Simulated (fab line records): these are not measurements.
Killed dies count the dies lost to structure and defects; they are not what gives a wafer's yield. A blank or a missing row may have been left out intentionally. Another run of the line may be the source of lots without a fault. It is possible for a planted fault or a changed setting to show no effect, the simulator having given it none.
fab line records -- flow nand_harc
[record] lots = 6, wafers = 18, last_day = 33
route steps=1302 shown A_M0@1147
lots that met no fault: taken from a fault-free run of the same line
start_h: the number of hours between the record's first day and the start of the first shown wafer of the lot -- wait_h: hours since the lot's step before -- " the same as in the row above -- L1.1+2: one row covering several wafers at once -- - no value, or no start given -- * or withheld: withheld -- < > ~ a bound
route shown NAME@n: names a module that has steps shown in the file, with the first one's number in the route -- usual: mean/standard deviation taken from wafers without a fault -- same: alike in all rows -- chamber/n: place in a boat -- sites: readings site by site -- _std_site: standard deviation of those values -- _edge_site: the outer-site mean with the inner-site mean subtracted -- radius_mm: for every site, how far away it sits from the centre of the wafer -- mask NAME#n: copy n -- behind: the tool/chamber that last shaped the wafer -- hold: the reason the lot was held/the length of the hold in hours/how it ended -- device: which transistor (n, p or np) failed to switch -- end of line: tests of these same wafers at the route's end -- a step with no rows: only its recipe -- killed: at the first sort, the dies lost to defects and structure; wafer yield is something else -- map: dies across one wafer; x = killed, . = not, _ = none there
set.NAME: setting as actually run; set.NAME@STEP: the setting as run at that earlier step -- model.NAME: the simulator's own value behind a step, which no gauge read
a table for each step, a row for each wafer; lots at some steps of the route
services: the hour from which a tool's chamber was out of use, counted from the record's first day as start_h (under 0 if before that day), plus the number of hours and why
[[steps]]
[step NHARC_A_M0_CD_MEAS_09]
[recipe] target_cd_nm = 80, landing_energy_ev = 500
[usual] cd_nm = 79.9/0.83
lot.wafer,tool,chamber,start_h,wait_h,cd_nm
L270.2,cd_sem-01,0,548.41,-,79.5
L270.3,cd_sem-01,0,548.41,-,79.6
L270.5,cd_sem-01,0,548.41,-,80.2
L272.3,cd_sem-02,0,559.26,-,80.3
L272.4,cd_sem-02,0,559.26,-,80.3
L272.6,cd_sem-02,0,559.26,-,79.1
L271.2,cd_sem-03,0,561.97,-,79.6
L271.3,cd_sem-03,0,561.97,-,79.2
L271.6,cd_sem-03,0,561.97,-,79.0
L284.2,cd_sem-01,0,675.90,-,81.2
L284.4,cd_sem-01,0,675.90,-,80.3
L284.5,cd_sem-01,0,675.90,-,80.7
L288.3,cd_sem-02,0,721.02,-,80.8
L288.5,cd_sem-02,0,721.02,-,81.3
L288.6,cd_sem-02,0,721.02,-,81.3
L289.1,cd_sem-01,0,741.86,-,79.1
L289.2,cd_sem-01,0,741.86,-,78.9
L289.6,cd_sem-01,0,741.86,-,79.0
[step NHARC_A_M0_OVL_MEAS_10]
[recipe] pitch_nm = 160
[usual] overlay_x_nm = -0.1/0.7, overlay_y_nm = -0.4/0.94
lot.wafer,tool,chamber,start_h,wait_h,overlay_x_nm,overlay_y_nm
L270.2,overlay-02,-,548.49,-,-0.3,-1.2
L270.3,overlay-02,-,548.49,-,0.3,-1.0
L270.5,overlay-02,-,548.49,-,-0.4,-1.1
L272.3,overlay-01,-,559.34,-,-0.1,-0.5
L272.4,overlay-01,-,559.34,-,-0.5,-1.1
L272.6,overlay-01,-,559.34,-,-0.8,-0.7
L271.2,overlay-02,-,562.06,-,-0.6,-0.3
L271.3,overlay-02,-,562.06,-,-0.4,-0.7
L271.6,overlay-02,-,562.06,-,-0.6,-0.7
L284.2,overlay-01,-,675.99,-,0.9,0.8
L284.4,overlay-01,-,675.99,-,0.0,0.6
L284.5,overlay-01,-,675.99,-,0.0,0.9
L288.3,overlay-01,-,721.11,-,0.5,-0.6
L288.5,overlay-01,-,721.11,-,-0.1,-0.9
L288.6,overlay-01,-,721.11,-,0.2,-1.0
L289.1,overlay-02,-,741.94,-,-1.2,0.2
L289.2,overlay-02,-,741.94,-,-1.4,0.3
L289.6,overlay-02,-,741.94,-,-1.1,0.1
[step NHARC_A_M0_INSPECT_11]
[usual] raw_defect_count = 85/39
lot.wafer,tool,chamber,start_h,wait_h,raw_defect_count
L270.2,defect_inspect-01,-,548.53,0.0,70
L270.3,defect_inspect-01,-,548.53,0.0,74
L270.5,defect_inspect-01,-,548.53,0.0,72
L272.3,defect_inspect-02,-,559.38,0.0,109
L272.4,defect_inspect-02,-,559.38,0.0,123
L272.6,defect_inspect-02,-,559.38,0.0,130
L271.2,defect_inspect-01,-,562.09,0.0,65
L271.3,defect_inspect-01,-,562.09,0.0,69
L271.6,defect_inspect-01,-,562.09,0.0,87
L284.2,defect_inspect-02,-,676.03,0.0,65
L284.4,defect_inspect-02,-,676.03,0.0,78
L284.5,defect_inspect-02,-,676.03,0.0,78
L288.3,defect_inspect-02,-,721.14,0.0,23
L288.5,defect_inspect-02,-,721.14,0.0,20
L288.6,defect_inspect-02,-,721.14,0.0,19
L289.1,defect_inspect-01,-,741.98,0.0,56
L289.2,defect_inspect-01,-,741.98,0.0,49
L289.6,defect_inspect-01,-,741.98,0.0,44
[step NHARC_A_M0_DESCUM_14]
[recipe] time_s = 3, o2_flow_sccm = 200, ar_flow_sccm = 0, bias_power_w = 0, chemistry = O2
[usual] drypump_motor_current_A = 5.7/0.46, oes_product_au = 1.001/0.011, rf_vpp_V = 57.5/0.96, showerhead_plenum_p_Torr = 1.84/0.081, throttle_valve_pct = 11.313/0.0082
[same] time_s = 3
lot.wafer,tool,chamber,start_h,wait_h,drypump_motor_current_A,oes_product_au,rf_hours_counter_h,rf_vpp_V,showerhead_plenum_p_Torr,throttle_valve_pct
L270.2,rie_diel-07,1,548.62,0.1,6.5,0.985,2.2,56.8,1.83,11.297
L270.3,rie_diel-07,3,548.62,0.1,5.3,1.010,2.8,57.3,2.05,11.325
L270.5,rie_diel-07,1,548.62,0.1,6.5,0.989,-,58.2,1.83,11.320
L272.4,rie_diel-05,1,559.45,0.1,6.4,1.018,6.6,56.7,1.83,11.306
L272.3,rie_diel-05,3,559.45,0.1,4.9,0.998,8.5,56.9,1.83,11.329
L272.6,rie_diel-05,0,559.45,0.1,5.3,1.006,-,56.4,1.78,11.321
L271.2,rie_diel-08,1,562.17,0.1,6.1,0.988,0.3,58.1,1.81,11.315
L271.3,rie_diel-08,2,562.17,0.1,5.9,1.019,0.4,56.5,1.78,11.327
L271.6,rie_diel-08,0,562.17,0.1,6.0,1.013,-,58.7,1.77,11.311
L284.4,rie_diel-07,2,676.09,0.1,5.6,1.005,1.2,56.8,1.82,11.324
L284.2,rie_diel-07,0,676.09,0.1,5.9,1.005,1.0,57.2,1.87,11.311
L284.5,rie_diel-07,2,676.09,0.1,5.6,1.006,-,56.3,1.82,11.318
L288.3,rie_diel-05,1,721.23,0.1,6.4,1.029,6.8,57.4,1.83,11.320
L288.5,rie_diel-05,2,721.23,0.1,5.2,1.010,-,57.4,1.79,11.310
L288.6,rie_diel-05,3,721.23,0.1,4.8,1.014,-,57.4,1.83,11.317
L289.2,rie_diel-07,0,742.04,0.1,5.8,1.013,4.4,55.8,1.87,11.305
L289.1,rie_diel-07,3,742.04,0.1,5.3,1.015,4.4,59.6,2.04,11.315
L289.6,rie_diel-07,1,742.04,0.1,6.5,0.986,-,57.1,1.83,11.305
[step NHARC_A_M0_ETCH_34]
[recipe] target_depth_a = 400, overetch_a = 120, time_s = 43.94, ion_energy_ev = 200, n2_flow_sccm = 150, h2_flow_sccm = 150, ar_flow_sccm = 0, rf_w = 400, bias_w = 150, chemistry = N2/H2
[usual] drypump_motor_current_A = 5.7/0.47, oes_product_au = 1.001/0.011, rf_vpp_V = 428.0/2.3, showerhead_plenum_p_Torr = 1.96/0.084, throttle_valve_pct = 14.171/0.0082
[same] time_s = 43.94
lot.wafer,tool,chamber,start_h,wait_h,drypump_motor_current_A,oes_product_au,rf_hours_counter_h,rf_vpp_V,showerhead_plenum_p_Torr,throttle_valve_pct
L270.3,rie_diel-07,0,548.70,0.1,5.9,0.998,2.3,428.6,2.00,14.166
L270.2,rie_diel-07,2,548.70,0.1,5.6,0.982,2.7,428.3,1.94,14.183
L270.5,rie_diel-07,1,548.70,0.1,6.5,0.979,-,427.4,1.95,14.170
L272.4,rie_diel-05,3,559.52,0.1,4.9,1.001,8.5,428.9,1.95,14.170
L272.3,rie_diel-05,0,559.52,0.1,5.3,0.999,9.0,426.5,1.89,14.166
L272.6,rie_diel-05,0,559.52,0.1,5.3,1.004,-,427.2,1.89,14.170
L271.2,rie_diel-08,0,562.24,0.1,6.0,1.006,0.5,425.6,1.89,14.166
L271.3,rie_diel-08,3,562.24,0.1,5.4,1.006,0.6,426.5,1.90,14.189
L271.6,rie_diel-08,0,562.24,0.1,6.0,1.011,-,427.5,1.89,14.178
L284.4,rie_diel-07,2,676.18,0.1,5.6,1.008,1.2,425.9,1.94,14.169
L284.2,rie_diel-07,3,676.18,0.1,5.3,1.000,1.1,434.5,2.18,14.191
L284.5,rie_diel-07,2,676.18,0.1,5.6,1.016,-,427.6,1.93,14.178
L288.3,rie_diel-05,1,721.30,0.1,6.4,1.018,6.8,428.6,1.95,14.178
L288.6,rie_diel-05,2,721.30,0.1,5.2,1.008,-,425.7,1.90,14.162
L288.5,rie_diel-05,3,721.30,0.1,4.9,1.018,-,428.1,1.95,14.168
L289.1,rie_diel-07,1,742.13,0.1,6.5,0.982,4.6,428.3,1.95,14.178
L289.2,rie_diel-07,3,742.13,0.1,5.3,0.993,4.4,434.5,2.18,14.159
L289.6,rie_diel-07,1,742.13,0.1,6.5,0.964,-,426.8,1.95,14.175
[step NHARC_A_M0_ETCH_15]
[recipe] target_depth_a = 1500, overetch_a = 150, time_s = 82.5, c4f8_flow_sccm = withheld, ar_flow_sccm = 400, rf_w = 600, bias_w = 300, chemistry = C4F8/Ar
[usual] oes_product_au = 0.957/0.022, rf_vpp_V = 438.5/2.4
[same] time_s = 82.5
lot.wafer,tool,chamber,start_h,wait_h,oes_product_au,rf_hours_counter_h,rf_vpp_V
L270.2,rie_diel-07,0,-,-,0.975,2.3,439.8
L270.3,rie_diel-07,1,-,-,0.952,2.2,439.3
L270.5,rie_diel-07,0,-,-,0.977,-,439.6
L272.4,rie_diel-05,0,-,-,0.925,9.0,436.7
L272.3,rie_diel-05,2,-,-,0.919,7.2,436.1
L272.6,rie_diel-05,0,-,-,0.935,-,437.2
L271.3,rie_diel-08,1,-,-,0.972,0.4,437.8
L271.2,rie_diel-08,0,-,-,0.973,0.6,436.3
L271.6,rie_diel-08,2,-,-,0.984,-,437.1
L284.2,rie_diel-07,3,-,-,0.958,1.2,444.8
L284.4,rie_diel-07,0,-,-,0.981,1.1,438.6
L284.5,rie_diel-07,3,-,-,0.958,-,444.9
L288.3,rie_diel-05,0,-,-,0.951,6.6,435.7
L288.6,rie_diel-05,1,-,-,0.988,-,437.5
L288.5,rie_diel-05,2,-,-,0.956,-,435.1
L289.2,rie_diel-07,0,-,-,0.924,4.4,439.5
L289.1,rie_diel-07,1,-,-,0.905,4.6,438.1
L289.6,rie_diel-07,0,-,-,0.928,-,438.8
[step NHARC_A_M0_CD_MEAS_16]
[usual] cd_nm = 79.9/0.99
lot.wafer,tool,chamber,start_h,wait_h,cd_nm
L270.2,cd_sem-03,-,548.92,-,79.7
L270.3,cd_sem-03,-,548.92,-,79.9
L270.5,cd_sem-03,-,548.92,-,79.7
L272.3,cd_sem-03,-,559.74,-,80.0
L272.4,cd_sem-03,-,559.74,-,81.0
L272.6,cd_sem-03,-,559.74,-,78.5
L271.2,cd_sem-01,-,562.46,-,80.2
L271.3,cd_sem-01,-,562.46,-,78.4
L271.6,cd_sem-01,-,562.46,-,79.9
L284.2,cd_sem-01,-,676.39,-,81.2
L284.4,cd_sem-01,-,676.39,-,80.6
L284.5,cd_sem-01,-,676.39,-,80.5
L288.3,cd_sem-03,-,721.51,-,80.2
L288.5,cd_sem-03,-,721.51,-,82.0
L288.6,cd_sem-03,-,721.51,-,81.2
L289.1,cd_sem-03,-,742.34,-,78.5
L289.2,cd_sem-03,-,742.34,-,79.0
L289.6,cd_sem-03,-,742.34,-,79.2
[step NHARC_A_M0_STRIP_18]
[recipe] power_w = 1000, n2_flow_sccm = 150, h2_flow_sccm = 150, ar_flow_sccm = 0, bias_w = 0, chemistry = N2/H2
[usual] drypump_motor_current_A = 5.6/0.53, oes_product_au = 1.001/0.011, rf_vpp_V = 90.2/1, showerhead_plenum_p_Torr = 1.96/0.085, throttle_valve_pct = 14.171/0.0097
lot.wafer,tool,chamber,start_h,wait_h,drypump_motor_current_A,oes_product_au,rf_hours_counter_h,rf_vpp_V,showerhead_plenum_p_Torr,throttle_valve_pct
L270.3,rie_diel-05,1,549.01,0.1,6.4,1.006,5.8,89.8,1.95,14.162
L270.2,rie_diel-05,3,549.01,0.1,4.8,1.005,8.0,90.5,1.95,14.171
L270.5,rie_diel-05,1,549.01,0.1,6.5,1.007,-,90.4,1.95,14.172
L272.4,rie_diel-05,3,559.81,0.1,4.9,1.007,8.6,88.6,1.95,14.160
L272.3,rie_diel-05,1,559.81,0.1,6.4,1.013,6.6,90.9,1.95,14.171
L272.6,rie_diel-05,3,559.81,0.1,4.9,1.005,-,90.0,1.95,14.176
L271.3,rie_diel-07,3,562.56,0.1,5.3,1.011,4.4,92.6,2.19,14.176
L271.2,rie_diel-07,0,562.56,0.1,5.8,1.007,3.7,89.4,1.99,14.178
L271.6,rie_diel-07,0,562.56,0.1,5.8,1.005,-,91.3,1.99,14.177
L284.4,rie_diel-08,0,676.49,0.1,6.0,1.006,7.8,89.8,1.88,14.159
L284.2,rie_diel-08,2,676.49,0.1,5.9,1.014,7.8,88.6,1.90,14.174
L284.5,rie_diel-08,0,676.49,0.1,5.9,1.011,-,90.1,1.88,14.163
L288.3,rie_diel-07,3,721.65,0.1,5.2,1.008,3.3,91.1,2.18,14.176
L288.6,rie_diel-07,0,721.65,0.1,5.8,1.005,-,90.0,1.99,14.180
L288.5,rie_diel-07,1,721.65,0.1,6.5,0.982,-,89.7,1.95,14.173
L289.1,rie_diel-05,2,742.42,0.1,5.2,0.990,8.7,89.1,1.90,14.178
L289.2,rie_diel-05,1,742.42,0.1,6.5,1.011,9.0,91.1,1.95,14.163
L289.6,rie_diel-05,3,742.42,0.1,4.9,1.013,-,89.1,1.95,14.175
[step NHARC_A_M0_STRIP_19]
[recipe] time_s = 600, temp_c = 30, chemistry = post_etch_residue_remover
[step NHARC_A_M0_DEGAS_28]
[recipe] temp_c = 250, time_s = 60
[usual] heater_power_w = 330/31
[same] time_s = 60
lot.wafer,tool,chamber,start_h,wait_h,heater_power_w
L270.3,pvd_sputter-03,-,549.53,-,349
L270.2,pvd_sputter-03,-,549.53,-,333
L270.5,pvd_sputter-03,-,549.53,-,356
L272.4,pvd_sputter-03,-,560.37,-,328
L272.3,pvd_sputter-03,-,560.37,-,329
L272.6,pvd_sputter-03,-,560.37,-,331
L271.3,pvd_sputter-03,-,563.12,-,336
L271.2,pvd_sputter-03,-,563.12,-,347
L271.6,pvd_sputter-03,-,563.12,-,330
L284.2,pvd_sputter-01,-,677.00,-,318
L284.4,pvd_sputter-01,-,677.00,-,329
L284.5,pvd_sputter-01,-,677.00,-,335
L288.3,pvd_sputter-03,-,722.13,-,337
L288.6,pvd_sputter-03,-,722.13,-,307
L288.5,pvd_sputter-03,-,722.13,-,336
L289.1,pvd_sputter-03,-,742.96,-,327
L289.2,pvd_sputter-03,-,742.96,-,308
L289.6,pvd_sputter-03,-,742.96,-,334
[step NHARC_A_M0_PRE_CLEAN_29]
[recipe] time_s = 30, temp_c = 280, gas = H2/He
[step NHARC_A_M0_PVD_20]
[recipe] target_thk_a = 50, bias_v = 168.6, power_w = 15000, chamber_pressure_pa = 0.12, time_s = 8.06, substrate_temp_c = 50, material = TaN
[step NHARC_A_M0_PVD_21]
[recipe] target_thk_a = 300, chamber_pressure_pa = 5, power_w = 5000, substrate_temp_c = 30, time_s = 20.49, material = Cu
[usual] cathode_dc_power_W = 5000.0/0.95, chamber_pressure_pa = 5.000/0.0084, throttle_valve_pct = 30.3/1.3, time_s = 20.49/0
lot.wafer,tool,chamber,start_h,wait_h,cathode_dc_power_W,chamber_pressure_pa,throttle_valve_pct,time_s
L270.2,pvd_sputter-03,-,549.76,-,5000.6,5.004,30.7,20.49
L270.3,pvd_sputter-03,-,549.76,-,4999.6,4.998,30.8,20.49
L270.5,pvd_sputter-03,-,549.76,-,4999.5,5.010,31.3,20.49
L272.4,pvd_sputter-03,-,560.61,-,-,-,-,-
L272.3,pvd_sputter-03,-,560.61,-,-,-,-,-
L272.6,pvd_sputter-03,-,560.61,-,-,-,-,-
L271.3,pvd_sputter-03,-,563.36,-,-,-,-,-
L271.2,pvd_sputter-03,-,563.36,-,-,-,-,-
L271.6,pvd_sputter-03,-,563.36,-,-,-,-,-
L284.2,pvd_sputter-01,-,677.23,-,4999.2,5.015,28.3,20.49
L284.4,pvd_sputter-01,-,677.23,-,4998.9,5.005,31.2,20.49
L284.5,pvd_sputter-01,-,677.23,-,4999.2,5.004,31.2,20.49
L288.3,pvd_sputter-03,-,722.35,-,5001.6,4.987,28.2,20.49
L288.6,pvd_sputter-03,-,722.35,-,4999.5,4.993,31.1,20.49
L288.5,pvd_sputter-03,-,722.35,-,4999.5,4.997,28.3,20.49
L289.1,pvd_sputter-03,-,743.21,-,5001.0,5.002,30.9,20.49
L289.2,pvd_sputter-03,-,743.21,-,4999.0,5.004,28.1,20.49
L289.6,pvd_sputter-03,-,743.21,-,5002.1,4.984,31.8,20.49
[step NHARC_A_M0_ECD_22]
[recipe] target_thk_a = 4000, bath_temp_c = 25, material = Cu
[[services]]
tool,chamber,start_h,hours,kind
pvd_sputter-03,-,526.09,10.0,pm
rie_diel-07,0,529.24,-,clean
rie_diel-07,1,529.24,-,clean
rie_diel-07,2,529.24,-,clean
rie_diel-07,3,529.24,-,clean
rie_diel-08,-,544.80,9.0,pm
rie_diel-07,0,553.74,-,clean
rie_diel-07,1,553.74,-,clean
rie_diel-07,2,553.74,-,clean
rie_diel-07,2,556.51,6.6,repair
rie_diel-07,1,567.65,7.7,repair
pvd_sputter-01,-,582.00,10.0,pm
rie_diel-05,-,583.66,9.0,pm
rie_diel-07,1,611.82,7.1,repair
rie_diel-05,-,624.13,0.6,repair
rie_diel-05,3,627.36,9.2,repair
rie_diel-07,2,632.49,5.3,repair
rie_diel-07,1,643.33,1.2,repair
rie_diel-07,-,648.24,9.0,pm
rie_diel-05,3,672.53,14.9,repair
pvd_sputter-03,-,672.96,2.1,repair
pvd_sputter-03,-,678.46,5.5,repair
pvd_sputter-03,-,704.09,10.0,pm
rie_diel-08,-,721.80,9.0,pm
[[key]]
[first_sign] step = NHARC_A_M0_PVD_21, reading = tool_record, direction = missing
effect none on later readings
met_at NHARC_A_M0_PVD_21
struck_wafers L271.2,L271.3,L271.6,L272.3,L272.4,L272.6
later_rows_left_out L271.2,L271.3,L271.6,L272.3,L272.4,L272.6
sort_left_out L271.2,L271.3,L271.6,L272.3,L272.4,L272.6
onset_between 549.76 560.61
[fault] kind = skipped_step_whole, tool = pvd_sputter-03, chamber = -, onset_h = 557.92, steps = NHARC_A_M0_PVD_21, scope = struck_lots_only
// sort_left_out: the simulated sort isn't trusted on such a fault, so these wafers' sort isn't shown, and their yield isn't known
// later_rows_left_out: the simulator's readings of these wafers behind a module that went badly wrong aren't trusted and aren't shown, but for the sort
